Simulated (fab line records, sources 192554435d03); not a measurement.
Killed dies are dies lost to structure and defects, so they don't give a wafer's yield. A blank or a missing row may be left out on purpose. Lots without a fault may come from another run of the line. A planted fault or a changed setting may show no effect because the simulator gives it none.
Which tool did it? | flow n5_finfet | 11 lots, 32 wafers sampled, at 1 step of a route of 1938

WHAT THE GAUGES READ, wafer by wafer
N5_BEOL_M12_CD_MEAS_17: target cd 140 nm.
lot  | measured     | on        | cd_nm (nm)
L391 | day 11 13:07 | cd_sem-03 | 139.4 138.4 138.6
L396 | day 13 18:38 | cd_sem-03 | 140.0 140.1 140.9
L399 | day 14 04:27 | cd_sem-03 | 139.2 140.9 140.1
L402 | day 14 12:00 | cd_sem-02 | 141.8 140.8 139.5
L400 | day 14 16:55 | cd_sem-03 | 138.6 137.3 139.6
L401 | day 14 23:56 | cd_sem-01 | 141.8 141.5 142.0
L403 | day 15 01:56 | cd_sem-01 | 137.6 139.1 140.0
L405 | day 15 05:52 | cd_sem-03 | 139.7 141.5 139.3
L404 | day 15 12:45 | cd_sem-02 | 141.1 139.7
L408 | day 16 05:59 | cd_sem-02 | 139.8 140.5 138.6
L410 | day 16 16:26 | cd_sem-03 | 139.9 142.3 139.8

WHICH TOOL RAN EACH LOT (tool, then ch and the chambers of the sampled wafers, then the start)
The record holds no process step before these readings.

THE ANSWER, worked out from the rows above alone
Rule: what is usual is taken from the lots themselves. Put in order of their means at a reading, lots are off if they are a third of the lots or fewer, leave a main group of 4 or more, and stand apart from it by a gap of 3 or more times the standard deviation of the main group's means; of several such gaps the widest counts. A main group whose means are all the same, to the digits that the tables above print for the reading, isn't used. A lot without any number at a reading at which 4 lots or more have one is off too. The other lots that the step has rows for count as sound.
No lot is off at any reading shown: from this, nothing can be told.

WHAT THE SIMULATOR HAD PUT IN
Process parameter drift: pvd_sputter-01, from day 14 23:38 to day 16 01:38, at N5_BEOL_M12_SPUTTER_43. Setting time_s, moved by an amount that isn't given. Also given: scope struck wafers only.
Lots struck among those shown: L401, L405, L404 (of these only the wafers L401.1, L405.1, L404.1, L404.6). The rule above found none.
